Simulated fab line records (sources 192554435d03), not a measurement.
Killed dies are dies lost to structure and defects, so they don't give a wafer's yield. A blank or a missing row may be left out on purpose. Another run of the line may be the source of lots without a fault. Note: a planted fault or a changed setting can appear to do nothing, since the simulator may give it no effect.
Split-lot experiment ; flow n5 finfet ; route with 1938 steps; 7 lots, 21 wafers read

## ON THE SPLIT
At N5_BEOL_M13_EXPOSE_07 (exposes mask V12), the setting dose mj was moved away from the recipe's 24.8 on 6 of the 21 wafers read, by -7.1% to +3.6%. For the rest of the wafers, this setting stayed at what the recipe calls for.

## FROM THE SPLIT TO THE READING: what the file shows between them, 6 steps
- N5_BEOL_M13_PEB_08: peb time 90 s
- N5_BEOL_M13_DEVELOP_09: develop time 45 s
- N5_BEOL_M13_HARDBAKE_14: time 120 s
- N5_BEOL_M13_CD_MEAS_10: target cd 190 nm
- N5_BEOL_M13_STRIP_71: strips in post etch residue remover, time 60 s
- N5_BEOL_M13_SRD_72: time 30 s, dry time 30 s

## THE READING
cd nm (nm) at N5_BEOL_M13_CD_MEAS_17, where the cd target is 190 nm. On this fab line, fault-free wafers typically give 190.4 nm with a standard deviation of 1.6 nm.

wafer;tool, chamber at the split;dose mj as run;against the recipe;cd nm, nm;against lot-mates on the recipe
L074.3;krf scanner-02, 0;23.2;-6.5%;183.5;-7.8
L074.5;krf scanner-02, 0;24.8;recipe;191.0;-
L074.6;krf scanner-02, 0;24.8;recipe;191.5;-
L077.1;krf scanner-01, 0;24.8;recipe;189.8;-
L077.4;krf scanner-01, 0;24.8;recipe;190.0;-
L077.5;krf scanner-01, 0;24.8;recipe;188.5;-
L087.1;krf scanner-02, 0;24.8;recipe;189.8;-
L087.2;krf scanner-02, 0;23.67;-4.6%;186.1;-4.3
L087.6;krf scanner-02, 0;24.8;recipe;191.0;-
L086.1;krf scanner-01, 0;24.8;recipe;189.3;-
L086.3;krf scanner-01, 0;24.8;recipe;188.7;-
L086.6;krf scanner-01, 0;23.03;-7.1%;181.2;-7.8
L091.3;krf scanner-01, 0;24.8;recipe;189.1;-
L091.4;krf scanner-01, 0;24.8;recipe;189.3;-
L091.6;krf scanner-01, 0;24.8;recipe;188.5;-
L094.2;krf scanner-01, 0;24.8;recipe;188.3;-
L094.4;krf scanner-01, 0;25.46;+2.7%;192.8;+4.4
L094.6;krf scanner-01, 0;24.8;recipe;188.4;-
L093.1;krf scanner-01, 0;24.8;recipe;190.7;-
L093.2;krf scanner-01, 0;25.69;+3.6%;193.5;+2.8
L093.4;krf scanner-01, 0;25.69;+3.6%;193.1;+2.4

THE FIT
A straight line over all 21 wafers: cd nm changes by +1.03 nm for each +1% of dose mj; r = +0.94; the points scatter about the line by 1 nm.
The same after taking each lot's own level away (the mean of its wafers on the recipe; 21 wafers): +1.06 nm for each +1%; r = +0.97; scatter 0.7 nm.
Per that fit: largest dose mj move, reading shift of 7.6 nm.
The lots' own levels span 188.35 to 191.25 nm, that is 1.8 times the standard deviation above.
Consequently the slope shifts little with the lot-to-lot level, the two slopes agreeing.
Check: with one of the wafers moved furthest among these (-7.1%) left out of the fit, the line predicts -7.56 nm for it against its lot-mates. Against them it came out at -7.8 nm.

## THE OTHER SPLITS THESE WAFERS WENT THROUGH
Other splits were also applied to these wafers ahead of the reading. Each is held against what the fit with the lots' levels taken away leaves over:
other split on the same wafers;wafers away from the commonest value;r with cd nm (lot level and that fit taken away)
N5_BEOL_M7_ILD_DEP_00 time s;5;-0.30
N5_BEOL_M7_COAT_59 spin rpm;6;-0.02
N5_BEOL_M8_TRENCH_ETCH_37 bias w;7;+0.26
N5_BEOL_M9_PECVD_70 temp c;5;+0.06
N5_BEOL_M9_COAT_60 spin rpm;7;-0.25

## THE WHOLE CHAIN: every reading that the file lists as answering this split, in the file's order
step;what it does;reading;change (the file's fit);r (the file's)
N5_BEOL_M13_CD_MEAS_10;target cd 190 nm;cd nm;+1.16 nm for each +1% of the setting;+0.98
N5_BEOL_M13_CD_MEAS_17;target cd 190 nm;cd nm;+1.1 nm for each +1% of the setting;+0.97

## THE FILE'S OWN FIT
cd nm changes by +1.1 nm for each +1% of dose mj, r = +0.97.
